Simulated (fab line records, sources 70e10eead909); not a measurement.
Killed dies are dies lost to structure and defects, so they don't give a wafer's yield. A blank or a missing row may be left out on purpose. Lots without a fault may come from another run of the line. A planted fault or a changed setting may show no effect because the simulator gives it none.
fab line records | flow nand_harc
record lots=5 wafers=15 last_day=24
route steps=1159 shown A_CONTACT@849 END@1159
lots that met no fault: from a run of the same line without faults
start_h: hours from the record's first day to the start of the lot's first wafer shown | wait_h: hours since the lot's step before | " the same as in the row above | L1.1+2: a row that stands for several wafers | - no value, or no start given | * or withheld: withheld | < > ~ a bound
route shown NAME@n: a module of which the file shows steps, and the number in the route of the first | usual: mean/standard deviation of fault-free wafers | same: alike in all rows | chamber/n: place in a boat | sites: the reading at each site | _std_site: their standard deviation | _edge_site: outer sites' mean less inner sites' | radius_mm: how far each site lies from the wafer's centre | mask NAME#n: copy n | behind: the tool/chamber that last shaped the wafer | hold: why the lot was held/for how many hours/how that ended | device: the transistor (n, p or np) that didn't switch | end of line: the same wafers' tests at the end of the route | a step without rows: its recipe alone | killed: dies lost to structure and defects at the first sort, not the wafer's yield | map: a wafer's dies, x killed, . not, _ none there
set.NAME: the setting as run; set.NAME@STEP: as run at that earlier step | model.NAME: the simulator's own value behind a step, which no gauge read
lots at some steps of the route; a table a step, a row a wafer
services: from which hour (start_h, from the record's first day; less than 0 if before it) a tool's chamber was out of use, for how many hours, and why
## steps
# step NHARC_A_CONTACT_SOFTBAKE_37
# recipe temp_c=105 time_s=55
# step NHARC_A_CONTACT_EBR_38
# step NHARC_A_CONTACT_EXPOSE_39
# recipe na=1.35 sigma_outer=0.8 dose_mj=58.79 mask_id=A_CC_3
# step NHARC_A_CONTACT_PEB_40
# recipe peb_temp_c=100 peb_time_s=65
# step NHARC_A_CONTACT_DEVELOP_41
# recipe develop_time_s=35 dev_temp_c=23
# step NHARC_A_CONTACT_CD_MEAS_42
# recipe target_cd_nm=200 landing_energy_ev=500
# usual cd_nm=199.8/0.47
# columns lot.wafer tool chamber start_h wait_h cd_nm
L407.2 cd_sem-03 0 382.05 - 200.6
L407.4 " 0 " " 200.6
L407.6 " 0 " " 200.5
L410.1 cd_sem-02 0 417.43 - 200.6
L410.3 " 0 " " 200.0
L410.4 " 0 " " 200.0
L417.1 cd_sem-02 0 444.25 - 199.9
L417.2 " 0 " " 199.7
L417.4 " 0 " " 199.9
L424.3 cd_sem-03 0 498.76 - 199.5
L424.5 " 0 " " 199.3
L424.6 " 0 " " 199.6
L423.1 cd_sem-02 0 508.66 - 200.3
L423.2 " 0 " " 200.2
L423.5 " 0 " " 200.1
# step NHARC_A_CONTACT_OVL_MEAS_43
# usual overlay_x_nm=0.2/0.56 overlay_y_nm=-0.1/0.76
# columns lot.wafer tool chamber start_h wait_h overlay_x_nm overlay_y_nm
L407.2 overlay-01 - 382.14 - 0.4 -0.2
L407.4 " - " " 0.6 0.2
L407.6 " - " " 0.2 0.3
L410.1 overlay-01 - 417.52 - 0.5 -1.2
L410.3 " - " " 0.4 -1.6
L410.4 " - " " 0.2 -1.2
L417.1 overlay-02 - 444.34 - 0.4 0.4
L417.2 " - " " 0.5 -0.1
L417.4 " - " " 0.1 0.6
L424.3 overlay-01 - 498.84 - -0.4 -0.7
L424.5 " - " " 0.1 -0.9
L424.6 " - " " -0.7 -0.7
L423.1 overlay-02 - 508.75 - 0.6 -1.1
L423.2 " - " " 0.5 -0.5
L423.5 " - " " 1.2 -0.5
# step NHARC_A_CONTACT_INSPECT_44
# usual raw_defect_count=26/11
# columns lot.wafer tool chamber start_h wait_h raw_defect_count
L407.2 defect_inspect-02 - 382.17 0.0 30
L407.4 " - " " 20
L407.6 " - " " 30
L410.1 defect_inspect-01 - 417.55 0.0 21
L410.3 " - " " 32
L410.4 " - " " 38
L417.1 defect_inspect-02 - 444.38 0.0 38
L417.2 " - " " 51
L417.4 " - " " 47
L424.3 defect_inspect-01 - 498.88 0.0 9
L424.5 " - " " 11
L424.6 " - " " 21
L423.1 defect_inspect-01 - 508.79 0.0 13
L423.2 " - " " 14
L423.5 " - " " 7
# step NHARC_A_CONTACT_DESCUM_47
# recipe time_s=3 o2_flow_sccm=200 ar_flow_sccm=0 bias_power_w=0 chemistry=O2
# usual drypump_motor_current_A=5.6/0.37 oes_product_au=1.002/0.0081 rf_vpp_V=57.8/0.92 showerhead_plenum_p_Torr=1.92/0.11 throttle_valve_pct=11.311/0.0095
# columns lot.wafer tool chamber start_h wait_h drypump_motor_current_A oes_product_au rf_hours_counter_h rf_vpp_V showerhead_plenum_p_Torr throttle_valve_pct
L407.4 rie_diel-13 1 382.24 0.1 6.3 1.004 36 58.0 1.80 11.325
L407.2 " 2 " " 5.6 1.006 34 58.0 2.06 11.321
L407.6 " 1 " " 6.3 0.995 - 55.2 1.80 11.325
L410.4 rie_diel-07 1 417.61 0.1 5.7 1.010 0 59.1 1.95 11.318
L410.1 " 3 " " 6.1 1.005 0 57.7 1.77 11.314
L410.3 " 0 " " 5.1 1.007 0 55.9 2.03 11.316
L417.2 rie_diel-13 0 444.44 0.1 5.5 1.014 59 59.0 1.89 11.316
L417.4 " 2 " " 5.6 1.021 59 57.3 2.06 11.306
L417.1 " 3 " " 5.4 0.995 60 57.4 1.86 11.307
L424.3 rie_diel-07 3 499.06 0.2 6.1 0.988 17 57.7 1.76 11.319
L424.5 " 1 " " 5.7 0.985 - 58.0 1.95 11.305
L424.6 " 2 " " 5.5 0.980 - 58.3 2.07 11.323
L423.2 rie_diel-07 1 508.85 0.1 5.7 1.000 17 58.5 1.95 11.313
L423.1 " 0 " " 5.0 0.999 19 58.8 2.02 11.303
L423.5 " 2 " " 5.5 0.998 - 58.1 2.07 11.303
# step NHARC_A_CONTACT_ETCH_48
# recipe target_depth_a=390 over_etch_frac=0.3 time_s=65 ion_energy_ev=80 cf4_flow_sccm=150 ar_flow_sccm=0 rf_w=300 bias_w=100 chemistry=CF4
# usual bias_w=100.0/0.3 drypump_motor_current_A=5.7/0.36 oes_product_au=1.002/0.0075 rf_vpp_V=151.4/1.5 showerhead_plenum_p_Torr=1.77/0.098 throttle_valve_pct=13.284/0.0088
# columns lot.wafer tool chamber start_h wait_h bias_w drypump_motor_current_A oes_product_au rf_hours_counter_h rf_vpp_V showerhead_plenum_p_Torr throttle_valve_pct
L407.2 rie_diel-13 3 382.33 0.1 100.3 5.4 0.997 34 150.6 1.73 13.276
L407.4 " 1 " " 99.8 6.3 0.992 36 150.7 1.67 13.283
L407.6 " 3 " " 100.4 5.4 1.000 - 151.4 1.73 13.289
L410.1 rie_diel-07 3 417.70 0.1 101.0 6.1 1.007 0 148.7 1.65 13.277
L410.3 " 0 " " 100.0 5.0 0.997 0 154.7 1.86 13.297
L410.4 " 1 " " 100.3 5.7 1.005 0 152.2 1.80 13.288
L417.2 rie_diel-13 1 444.53 0.1 99.6 6.3 0.991 59 149.3 1.67 13.276
L417.4 " 2 " " 99.9 5.7 1.009 59 153.3 1.89 13.293
L417.1 " 3 " " 99.3 5.4 0.994 60 150.8 1.72 13.273
L424.3 rie_diel-07 0 499.22 0.2 100.0 5.0 1.005 17 153.6 1.86 13.269
L424.5 " 1 " " 100.4 5.7 1.001 - 151.4 1.80 13.291
L424.6 " 2 " " 100.0 5.5 1.005 - 152.5 1.90 13.299
L423.2 rie_diel-07 3 508.94 0.1 100.3 6.1 1.008 19 149.5 1.64 13.264
L423.1 " 0 " " 99.8 5.0 1.005 19 152.8 1.86 13.278
L423.5 " 3 " " 99.8 6.1 0.999 - 150.9 1.64 13.271
# step NHARC_A_CONTACT_ETCH_49
# recipe target_depth_a=2600 over_etch_frac=0.3 time_s=475.3 ion_energy_ev=200 n2_flow_sccm=150 h2_flow_sccm=150 ar_flow_sccm=0 rf_w=400 bias_w=150 chemistry=N2/H2
# usual bias_w=150.0/0.47 drypump_motor_current_A=5.7/0.36 n2_flow_sccm=150.0/0.46 oes_product_au=1.003/0.0067 rf_vpp_V=431/3.5 showerhead_plenum_p_Torr=2.04/0.12 throttle_valve_pct=14.171/0.009
# columns lot.wafer tool chamber start_h wait_h bias_w drypump_motor_current_A n2_flow_sccm oes_product_au rf_hours_counter_h rf_vpp_V showerhead_plenum_p_Torr throttle_valve_pct
L407.2 rie_diel-13 0 - - 149.7 5.5 149.7 1.003 34 431 2.02 14.164
L407.4 " 1 " " 150.1 6.3 149.6 1.000 36 427 1.92 14.181
L407.6 " 3 " " 150.2 5.4 149.5 0.992 - 430 1.99 14.185
L410.4 rie_diel-07 2 - - 148.9 5.5 149.7 1.011 0 435 2.22 14.177
L410.3 " 3 " " 150.1 6.1 150.2 1.007 0 428 1.88 14.172
L410.1 " 0 " " 150.1 5.0 149.1 1.007 0 434 2.16 14.181
L417.1 rie_diel-13 0 - - 149.8 5.5 150.2 1.004 59 431 2.01 14.187
L417.2 " 1 " " 148.8 6.3 150.3 1.002 59 428 1.91 14.161
L417.4 " 2 " " 149.7 5.6 150.3 1.011 59 435 2.20 14.171
L424.3 rie_diel-07 3 - - 150.6 6.1 150.2 0.995 17 426 1.88 14.184
L424.6 " 3 " " 150.3 6.1 150.2 1.000 - 425 1.88 14.162
L424.5 " 0 " " 150.1 5.0 150.1 0.998 - 432 2.16 14.160
L423.2 rie_diel-07 1 - - 149.9 5.7 149.9 1.003 17 431 2.08 14.165
L423.1 " 2 " " 149.6 5.5 150.0 0.996 17 434 2.21 14.168
L423.5 " 1 " " 149.8 5.7 149.3 0.996 - 431 2.08 14.172
# step NHARC_A_CONTACT_ETCH_50
# recipe target_depth_a=847 time_s=42.4 cf4_flow_sccm=100 chf3_flow_sccm=30 ar_flow_sccm=0 rf_w=500 bias_w=200 chemistry=CF4/CHF3
# usual bias_w=200.0/0.63 chf3_flow_sccm=29.99/0.095 drypump_motor_current_A=5.6/0.37 oes_product_au=0.946/0.018 rf_vpp_V=370.7/3 showerhead_plenum_p_Torr=1.58/0.087 throttle_valve_pct=16.802/0.0082
# columns lot.wafer tool chamber start_h wait_h bias_w chf3_flow_sccm drypump_motor_current_A oes_product_au rf_hours_counter_h rf_vpp_V showerhead_plenum_p_Torr throttle_valve_pct
L407.2 rie_diel-13 0 - - 199.4 29.94 5.5 0.925 34 370.1 1.56 16.794
L407.4 " 1 " " 199.4 29.98 6.3 0.929 36 367.5 1.49 16.802
L407.6 " 0 " " 199.9 29.81 5.5 0.929 - 371.6 1.56 16.796
L410.4 rie_diel-07 2 - - 200.0 30.06 5.5 0.952 0 374.9 1.70 16.809
L410.1 " 3 " " 198.9 29.90 6.1 0.972 0 365.3 1.46 16.801
L410.3 " 0 " " 199.1 30.03 5.0 0.985 0 374.6 1.66 16.816
L417.4 rie_diel-13 3 - - 199.8 30.00 5.4 0.929 60 369.0 1.53 16.823
L417.2 " 0 " " 199.4 30.14 5.5 0.933 59 368.5 1.55 16.796
L417.1 " 1 " " 200.5 29.84 6.3 0.941 59 367.4 1.48 16.808
L424.3 rie_diel-07 0 - - 200.2 29.97 5.0 0.952 17 372.4 1.66 16.803
L424.6 " 0 " " 200.1 29.87 5.0 0.951 - 372.0 1.66 16.802
L424.5 " 1 " " 198.6 30.27 5.7 0.932 - 372.3 1.60 16.785
L423.2 rie_diel-07 1 - - 199.3 30.08 5.7 0.956 18 372.0 1.60 16.807
L423.1 " 2 " " 200.4 30.01 5.5 0.953 18 374.9 1.70 16.796
L423.5 " 3 " " 200.5 29.97 6.1 0.967 - 366.0 1.46 16.812
# step NHARC_A_CONTACT_ETCH_51
# recipe target_depth_a=36000 over_etch_frac=0.3 time_s=936 ion_energy_ev=150 o2_flow_sccm=400 cos_flow_sccm=20 ar_flow_sccm=0 rf_w=500 bias_w=300 chemistry=O2/COS
# usual bias_w=300.0/0.94 drypump_motor_current_A=5.6/0.38 oes_product_au=1.004/0.0073 rf_vpp_V=314.2/2.8 showerhead_plenum_p_Torr=3.13/0.17 throttle_valve_pct=28.330/0.0097
# columns lot.wafer tool chamber start_h wait_h bias_w drypump_motor_current_A oes_product_au rf_hours_counter_h rf_vpp_V showerhead_plenum_p_Torr throttle_valve_pct
L407.2 rie_diel-13 3 383.44 - 299.4 5.4 0.998 34 313.2 3.05 28.337
L407.4 " 0 " " 299.6 5.4 1.008 34 314.5 3.10 28.320
L407.6 " 2 " " 299.8 5.7 1.012 - 317.6 3.35 28.345
L410.4 rie_diel-07 0 418.28 - 300.6 5.0 0.877 0 315.5 3.29 28.336
L410.1 " 1 " " 300.8 5.7 1.009 0 314.1 3.18 28.330
L410.3 " 2 " " 299.6 5.5 1.008 1 321.0 3.37 28.323
L417.4 rie_diel-13 2 445.04 - 299.1 5.6 1.001 59 317.6 3.34 28.324
L417.2 " 3 " " 300.2 5.4 0.997 60 313.1 3.04 28.328
L417.1 " 1 " " 299.8 6.3 1.007 59 312.4 2.94 28.315
L424.3 rie_diel-07 3 500.08 - 300.3 6.1 1.000 18 310.0 2.89 28.321
L424.5 " 3 " " 299.5 6.1 0.994 - 310.6 2.89 28.328
L424.6 " 0 " " 300.1 5.1 0.999 - 316.5 3.29 28.350
L423.1 rie_diel-07 1 509.50 - 298.8 5.7 0.999 18 315.1 3.17 28.333
L423.2 " 2 " " 299.8 5.5 0.996 18 318.0 3.36 28.327
L423.5 " 1 " " 299.0 5.7 1.008 - 314.8 3.17 28.332
# step NHARC_A_CONTACT_ETCH_111
# recipe source_w=withheld pressure_mtorr=20 bias_v=withheld time_s=140 target_depth_a=7000 ar_flow_sccm=withheld c4f8_flow_sccm=withheld o2_flow_sccm=withheld chemistry=C4F8/O2/Ar
# columns lot.wafer tool chamber start_h wait_h rf_hours_counter_h
L407.2 har_cap_etch-02 1 383.96 - 11
L407.4 " 1 " " -
L407.6 " 0 " " -
L410.1 har_cap_etch-02 1 418.88 - 16
L410.3 " 1 " " -
L410.4 " 0 " " -
L417.1 har_cap_etch-02 0 445.70 - 21
L417.2 " 1 " " 21
L417.4 " 1 " " -
L424.3 har_cap_etch-01 0 500.83 - -
L424.6 " 1 " " -
L424.5 " 0 " " -
L423.2 har_cap_etch-03 1 510.15 - 104
L423.1 " 0 " " 104
L423.5 " 1 " " -
# step NHARC_END_SORT_01
# recipe temp_c=25
# usual killed_at_array=26/8.6 killed_at_other=0.7/0.97 killed_at_periphery=3.2/2.2 killed_dies=30/8.9 killed_open=3.1/1.8 killed_short=2.2/1.8
# same gross_dies=677
# columns lot.wafer tool chamber start_h wait_h killed_at_array killed_at_other killed_at_periphery killed_dies killed_open killed_short
L407.2 prober-02 0 451.06 2.8 31 0 0 31 0 2
L407.4 prober-02 0 452.66 3.4 24 0 2 26 4 1
L407.6 prober-02 0 454.26 4.0 34 0 3 37 3 4
L410.4 prober-02 0 492.26 3.4 162 2 3 167 6 3
# killed by level:class
L407.2 A_SLIT:chamber_film_flake=12 A_WL_FILL:chamber_film_flake=6 A_CHANNEL_HOLE_D1:chamber_film_flake=3 A_STAIRCASE:chamber_film_flake=3 A_CONTACT:chamber_film_flake=3 A_CHANNEL_FILL_D1:chamber_film_flake=2 A_CHANNEL_HOLE_D1:geometric_particle:short=1 A_WL_FILL:geometric_particle:short=1
L407.4 A_SLIT:chamber_film_flake=11 A_CONTACT:chamber_film_flake=4 A_STAIRCASE:chamber_film_flake=3 P_M1:geometric_particle:open=1 A_ONON_D1:geometric_particle:open=1 A_CHANNEL_FILL_D1:geometric_particle:open=1 A_M0:geometric_particle:open=1 A_M0:geometric_particle:short=1
L407.6 A_SLIT:chamber_film_flake=8 A_CHANNEL_HOLE_D1:chamber_film_flake=6 A_STAIRCASE:chamber_film_flake=6 A_CONTACT:chamber_film_flake=5 A_WL_FILL:chamber_film_flake=3 A_WL_FILL:geometric_particle:short=2 P_ZERO_WELL:geometric_particle:short=1 P_STI:geometric_particle:short=1
L410.4 A_CONTACT:area_etch=117 A_SLIT:chamber_film_flake=16 A_STAIRCASE:chamber_film_flake=8 A_CHANNEL_HOLE_D1:chamber_film_flake=6 A_CONTACT:chamber_film_flake=5 A_CHANNEL_FILL_D1:geometric_particle:open=2 STARTING-WAFER:geometric_particle:open=2 P_ZERO_WELL:chamber_film_flake=2
# map L410.4 (x killed, . not)
____________.____________
_________......._________
_______.x.x......x_______
______x............______
_____..............._____
____.................____
____.................____
___.....x............x___
___.x.......x.........___
__..........x..x.x.....__
__.....................__
_.............x......x.._
_.x.......x.........x..._
_x....x........x....x.x._
_..........x...x......x._
_..x.......x.........x.._
........xx......x...x...x
............x..x.........
xx..x......x........x.x..
....x.x.x..x....xx...xxx.
...x..x...xx.......x.xxx.
_x....x..xxx.x..x.xx...._
_x..x.........x.x.xx.x.._
_..xx.x...x..x....xx.x.._
_.x..x..xx....x.....x..x_
_.x.x.xxxxx.x..xx.xx..x._
__x....x...xx.x..x.....__
__...........xxx.x.x...__
___.......x.x..x.xx.xx___
___..x..x.x..x.x.xx..x___
____.x...x.xx..xxx.xx____
____.xx..x..x..xxxx..____
_____..xx.xx.xx..x.._____
______...xxxxx.....______
_______..xx.x..x.x_______
_________.xxxxx._________
____________x____________
# map L423.2 (x killed, . not)
____________.____________
_________......._________
_______..........._______
______.............______
_____.............x._____
____.................____
____.................____
___............x.x....___
___......x......x.....___
__.......x.............__
__......x..............__
_......................._
_......................._
_......x................_
_......................._
_......x................_
.........................
.....x..........x.....x..
.......x...x.............
..........xx......x......
........................x
_......................._
_...x..................._
_......................._
_......................._
_......................._
__.....................__
__.....................__
___...................___
___.........x.........___
____...x.............____
____........x........____
_____..............._____
______..x..xx.x....______
_______..x.x......_______
_________xxx.x.._________
____________.____________
## services
# columns tool chamber start_h hours kind
rie_diel-07 0 359.75 - clean
rie_diel-07 1 359.75 - clean
rie_diel-07 2 359.75 - clean
rie_diel-07 3 359.75 - clean
har_cap_etch-01 - 364.05 0.2 repair
rie_diel-07 0 380.10 8.9 repair
rie_diel-07 1 384.25 - clean
rie_diel-07 2 384.25 - clean
rie_diel-07 3 384.25 - clean
rie_diel-07 - 405.25 9.0 pm
rie_diel-07 0 405.25 9.0 vent_cycle
rie_diel-07 1 405.25 9.0 vent_cycle
rie_diel-07 2 405.25 9.0 vent_cycle
rie_diel-07 3 405.25 9.0 vent_cycle
rie_diel-07 0 414.25 - clean
rie_diel-07 0 414.25 - consumable_replace:focus_ring
rie_diel-07 1 414.25 - clean
rie_diel-07 1 414.25 - consumable_replace:focus_ring
rie_diel-07 2 414.25 - clean
rie_diel-07 2 414.25 - consumable_replace:focus_ring
rie_diel-07 2 414.25 - consumable_replace:showerhead
rie_diel-07 3 414.25 - clean
rie_diel-07 0 438.75 - clean
rie_diel-13 - 453.14 9.0 pm
## key
first_sign step=NHARC_A_CONTACT_ETCH_51 reading=oes_product_au direction=down sigmas=17 usual=1.004 struck=0.877
effect step=NHARC_END_SORT_01 reading=killed_at_array direction=up sigmas=16 usual=26 struck=162
more_kills_born_at NHARC_A_CONTACT_ETCH_51@rie_diel-07=117
met_at NHARC_A_CONTACT_ETCH_51
struck_wafers L410.4
tester_left_out L410
fault kind=process_parameter_drift tool=rie_diel-07 chamber=0 onset_h=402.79 steps=NHARC_A_CONTACT_ETCH_51 channel=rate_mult offset=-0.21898 shape=step end_h=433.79
# tester_left_out: of these lots the tester's yield and bins aren't shown, on N5 and GAA mostly nor the transistor test; their killed dies are dies lost to structure and defects alone, not to doping, threshold or leakage, so they don't give the yield
